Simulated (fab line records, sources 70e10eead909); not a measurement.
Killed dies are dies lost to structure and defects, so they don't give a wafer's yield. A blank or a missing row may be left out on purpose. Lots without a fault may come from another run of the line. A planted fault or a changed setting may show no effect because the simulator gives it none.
Problem report in the 8D (eight disciplines) form, filled by code | flow nand_harc | the parts of the form that need people (team, actions taken, sign-off) are left out

1. THE PROBLEM
time_to_endpoint_s at NHARC_P_CONTACT_CMP_24 reads a mean of 57.2 s on 2 wafers of 1 lot; wafers without a fault read 40.6 s with a standard deviation of 2.4. That is +6.9 standard deviations from the usual mean.
The step: polishes, t overpolish 30 s, target thk 200 nm.
First seen on wafer L628.3, day 6 19:28, on cmp-01. The record holds 33 wafers of 11 lots with a number at this step. Rule for "out", or "out of limits": more than 4 standard deviations from the usual mean. The other wafers with a number count as sound.

2. WHAT IT IS AND WHAT IT IS NOT
question                    | is                 | is not
which readings at this step | time_to_endpoint_s | motor_current_A, overpolish_run_s, slurry_flow_ml_min
which lots                  | L628               | L626, L629, L630, L639, L641, L643, L644, L646, L647, L648
which wafers of those lots  | L628.3, L628.5     | L628.4
read on which tools         | cmp-01             | cmp-03, cmp-04
when                        | from day 6 19:28   | up to then (4 sound wafers); but 27 sound wafers of L629, L630, L639, L641, L643, L644, L646, L647, L648 came after

3. SUSPECTS, AND WHAT RULES EACH OUT
Counting: a tool at a process step up to the reading stays a suspect if it ran every lot that is out. Sound lots after the first of them don't rule it out here, since some wafers of a struck lot are sound.
- cmp-01 at NHARC_P_CONTACT_CMP_01 (polishes SiO2, target thk 200 nm): kept. It ran the lot that is out, L628 (day 6 15:46); its last sound lot up to then is L626 (day 6 00:22).
- rie_diel-09 at NHARC_P_CONTACT_ETCH_36 (etches the open film in N2/H2, target depth 260 nm, time 406.25 s): kept. It ran the lot that is out, L628 (day 6 17:43); its last sound lot up to then is L626 (day 6 02:43). NHARC_P_CONTACT_ETCH_36 gives no start for some lots, so the hours and the order of its lots are those of NHARC_P_CONTACT_STRIP_28.
- rie_diel-02 at NHARC_P_CONTACT_STRIP_28 (strips in O2): kept. It ran the lot that is out, L628 (day 6 17:43).
- cvd_w-02 at NHARC_P_CONTACT_CVD_23 (deposits W, target thk 200 nm, time 557 s): kept. It ran the lot that is out, L628 (day 6 19:00); its last sound lot up to then is L626 (day 6 03:47).
- cmp-01 at NHARC_P_CONTACT_CMP_24 (polishes, t overpolish 30 s, target thk 200 nm): kept. It ran the lot that is out, L628 (day 6 19:28); its last sound lot up to then is L626 (day 6 04:27). Its own readings are out on those wafers: time_to_endpoint_s.
- Within cmp-01 at NHARC_P_CONTACT_CMP_01: the wafers that are out ran in chambers 1, 2; their sound lot-mates ran in chamber 3.
- Within rie_diel-09 at NHARC_P_CONTACT_ETCH_36: the wafers that are out ran in chambers 1, 2; their sound lot-mates ran in chamber 0.
- Within rie_diel-02 at NHARC_P_CONTACT_STRIP_28: the wafers that are out ran in chambers 1, 2; their sound lot-mates ran in chamber 0.
- Within cvd_w-02 at NHARC_P_CONTACT_CVD_23: the wafers that are out ran in chamber 1; their sound lot-mates ran in chamber 0.
- Within cmp-01 at NHARC_P_CONTACT_CMP_24: the wafers that are out ran in chamber 0; their sound lot-mates ran in chamber 3.
Left after counting: cmp-01 at NHARC_P_CONTACT_CMP_01, rie_diel-09 at NHARC_P_CONTACT_ETCH_36, rie_diel-02 at NHARC_P_CONTACT_STRIP_28, cvd_w-02 at NHARC_P_CONTACT_CVD_23, cmp-01 at NHARC_P_CONTACT_CMP_24.

4. THE CAUSE (what the simulator had put in)
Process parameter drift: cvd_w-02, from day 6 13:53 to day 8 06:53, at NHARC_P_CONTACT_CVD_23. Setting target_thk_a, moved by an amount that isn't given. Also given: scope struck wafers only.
Counting left 5 suspects, and this tool is among them.

5. THE CHAIN OF EFFECTS, in route order
Each row: a reading whose mean over the struck wafers that have a number lies more than 3 standard deviations from the usual. Only readings for which the record gives a usual standard deviation are gone through. hours: the time from each lot's start at the first step in this table that gives one to its start at this step, as a median over the lots. sigmas: the change in usual standard deviations.
hours | step                   | reading            | usual  | on struck wafers | change | sigmas
0     | NHARC_P_CONTACT_CMP_24 | time_to_endpoint_s | 40.6 s | 57.2             | +16.6  | +6.9
The process steps in it:
- NHARC_P_CONTACT_CMP_24: polishes, t overpolish 30 s, target thk 200 nm.

6. WHAT WOULD HAVE CAUGHT IT SOONER
In this record the first reading out of limits was taken at day 6 19:28, 6 hours after the fault began at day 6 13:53.
Of the tool readings at NHARC_P_CONTACT_CVD_23 for which the record gives a usual standard deviation, none was out on any struck wafer, so an alarm limit of 4 standard deviations on them would not have fired.
All the lots that are out (1) had begun NHARC_P_CONTACT_CVD_23 on cvd_w-02 by day 6 19:28. A hold on the tool at that time would have spared none of them.
